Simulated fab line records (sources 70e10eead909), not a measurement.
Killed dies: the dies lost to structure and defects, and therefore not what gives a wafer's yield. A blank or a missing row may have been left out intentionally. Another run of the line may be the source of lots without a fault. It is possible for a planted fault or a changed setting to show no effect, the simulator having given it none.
A struck lot beside a sound one :: flow nandHarc :: 14 steps out of a route of 1302
Sound: the wafers L210.2, L210.3, L210.5. Struck: wafer L211.5. (L211.2, L211.6 of the same lot were not struck and are left out.) The cause comes at the end.
At each step with rows: each side's tool, then ch and its chambers, then its first start. Under that, the readings that differ: sound wafers :: struck wafers :: difference of the means :: sigmas: that difference in standard deviations of wafers without a fault.
alike: same words and numbers on both sides, and readings whose means sit less than 2 such deviations apart. not compared: any withheld reading, any reading some wafer has no value for, any bound like >300 that may hide the same value, and any number with overlapping values for which the record gives no deviation.
A row with sigmas, a row that says differs or no value, or rows on one side alone: a step with any of these is where the two part. When numbers do not overlap yet have no deviation, they are printed without sigmas and do not part them. A reading that every wafer of one side lacks parts them only if that side has two wafers or more.

first, 2 steps without rows for these wafers: NHARC_A_SOURCE_PLATE_CVD_03 (deposits poly-Si, target thk 200 nm, time 4000 s); NHARC_A_SOURCE_PLATE_ANNEAL_05 (time 1800 s).
NHARC_A_SOURCE_PLATE_THK_MEAS_06: measures by ellipsometry.
  sound: filmMetro-01 at day 12 01:56; struck: filmMetro-02 at day 12 01:56
  alike: thkNm
NHARC_A_SOURCE_PLATE_INSPECT_08:
  sound: defectInspect-02 at day 12 02:00; struck: defectInspect-01 at day 12 02:00
  alike: rawDefectCount
following that, 1 step holds no rows for these wafers, namely NHARC_A_ONON_D1_DEP_00 (target thickness 1000 nm).
NHARC_A_ONON_D1_THK_MEAS_02: measures by ellipsometry.
  sound: filmMetro-02 at day 12 02:34; struck: filmMetro-01 at day 12 02:36
  alike: thkNm
following that, 1 step holds no rows for these wafers, namely NHARC_A_ONON_D1_DEP_03 (target thickness 1000 nm).
NHARC_A_ONON_D1_THK_MEAS_05: measures by ellipsometry.
  sound: filmMetro-01 at day 12 03:08; struck: filmMetro-02 at day 12 03:10
  alike: thkNm
following that, 1 step holds no rows for these wafers, namely NHARC_A_ONON_D1_DEP_06 (target thickness 1000 nm).
NHARC_A_ONON_D1_THK_MEAS_08: measures by ellipsometry.
  sound: filmMetro-01 at day 12 03:42; struck: filmMetro-02 at day 12 03:44
  alike: thkNm
NHARC_A_ONON_D1_DEP_09: target thk 1000 nm.
  sound on pecvdOnon-03 ch 0, day 12 03:50; struck on pecvdOnon-04 ch 0, day 12 03:51
NHARC_A_ONON_D1_THK_MEAS_11: measures by ellipsometry.
  sound: filmMetro-02 at day 12 04:17; struck: filmMetro-01 at day 12 04:18
reading: thkNm (nm)
sound: 1011 1011 1011
struck: 1064
difference: +53
sigmas: +5
following that, 1 step holds no rows for these wafers, namely NHARC_A_ONON_D1_DEP_12 (target thickness 1000 nm).
-- break in the record here, with 17 days between the starts of the struck wafers on either side (left off in module A_ONON_D1, picked up again in module END, where the first step shown is number 1302 on the route) --
NHARC_END_SORT_01:
  here the record holds rows for the struck wafers (prober-02 ch 0, day 29 15:29) but none for the sound ones

WHERE THEY PART
Earliest at NHARC_A_ONON_D1_THK_MEAS_11; latest, in this record, at NHARC_END_SORT_01.

WHY: the cause the simulator had injected
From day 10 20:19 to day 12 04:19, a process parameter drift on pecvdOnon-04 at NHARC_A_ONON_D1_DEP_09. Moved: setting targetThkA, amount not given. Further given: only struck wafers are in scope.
